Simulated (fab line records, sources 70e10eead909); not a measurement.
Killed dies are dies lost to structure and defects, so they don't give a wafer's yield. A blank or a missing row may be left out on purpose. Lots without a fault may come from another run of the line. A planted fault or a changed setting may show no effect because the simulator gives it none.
Problem report in the 8D (eight disciplines) form, filled by code | flow nand_harc | the parts of the form that need people (team, actions taken, sign-off) are left out

1. THE PROBLEM
oes_product_au at NHARC_A_WL_FILL_ETCHBACK_26 reads a mean of 0.859 a.u. on 2 wafers of 2 lots; wafers without a fault read 0.997 a.u. with a standard deviation of 0.0089. That is -15 standard deviations from the usual mean.
The step: etches the open film in HBr, target depth 52 nm, time 13.3 s.
First seen on wafer L975.3, day 20 19:39, on rie_si-03. The record holds 36 wafers of 12 lots with a number at this step. Rule for "out", or "out of limits": more than 4 standard deviations from the usual mean. The other wafers with a number count as sound.

2. WHAT IT IS AND WHAT IT IS NOT
question                    | is                | is not
which readings at this step | oes_product_au    | drypump_motor_current_A, throttle_valve_pct
which lots                  | L975, L980        | L960, L961, L964, L965, L967, L969, L971, L981, L982, L983
which wafers of those lots  | L975.3, L980.3    | L975.2, L975.4, L980.1, L980.2
read on which tools         | rie_si-03         | rie_si-05, rie_si-06
when                        | from day 20 19:39 | up to then (23 sound wafers); but 11 sound wafers of L980, L981, L982, L983 came after

3. SUSPECTS, AND WHAT RULES EACH OUT
Counting: a tool at a process step up to the reading stays a suspect if it ran every lot that is out. Sound lots after the first of them don't rule it out here, since some wafers of a struck lot are sound.
- rie_si-03 at NHARC_A_WL_FILL_ETCHBACK_26 (etches the open film in HBr, target depth 52 nm, time 13.3 s): kept. It ran every lot that is out, first L975 (day 20 19:39); its last sound lot up to then is L969 (day 18 15:04). Its own readings are out on those wafers: oes_product_au.
Left after counting: rie_si-03 at NHARC_A_WL_FILL_ETCHBACK_26.

4. THE CAUSE (what the simulator had put in)
Process parameter drift: rie_si-03, from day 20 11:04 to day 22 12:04, at NHARC_A_WL_FILL_ETCHBACK_26. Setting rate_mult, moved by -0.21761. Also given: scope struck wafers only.
Counting left only this tool.

5. THE CHAIN OF EFFECTS, in route order
Each row: a reading whose mean over the struck wafers that have a number lies more than 3 standard deviations from the usual. Only readings for which the record gives a usual standard deviation are gone through. hours: the time from each lot's start at the first step in this table that gives one to its start at this step, as a median over the lots. sigmas: the change in usual standard deviations.
hours | step                        | reading        | usual      | on struck wafers | change | sigmas
0     | NHARC_A_WL_FILL_ETCHBACK_26 | oes_product_au | 0.997 a.u. | 0.859            | -0.138 | -15
The process steps in it:
- NHARC_A_WL_FILL_ETCHBACK_26: etches the open film in HBr, target depth 52 nm, time 13.3 s.
Later measuring or inspecting steps at which every struck wafer that the step has a row for has a number for every such reading, and none has moved that far: NHARC_A_WL_FILL_INSPECT_15.

6. WHAT WOULD HAVE CAUGHT IT SOONER
In this record the first reading out of limits was taken at day 20 19:39, 9 hours after the fault began at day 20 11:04.
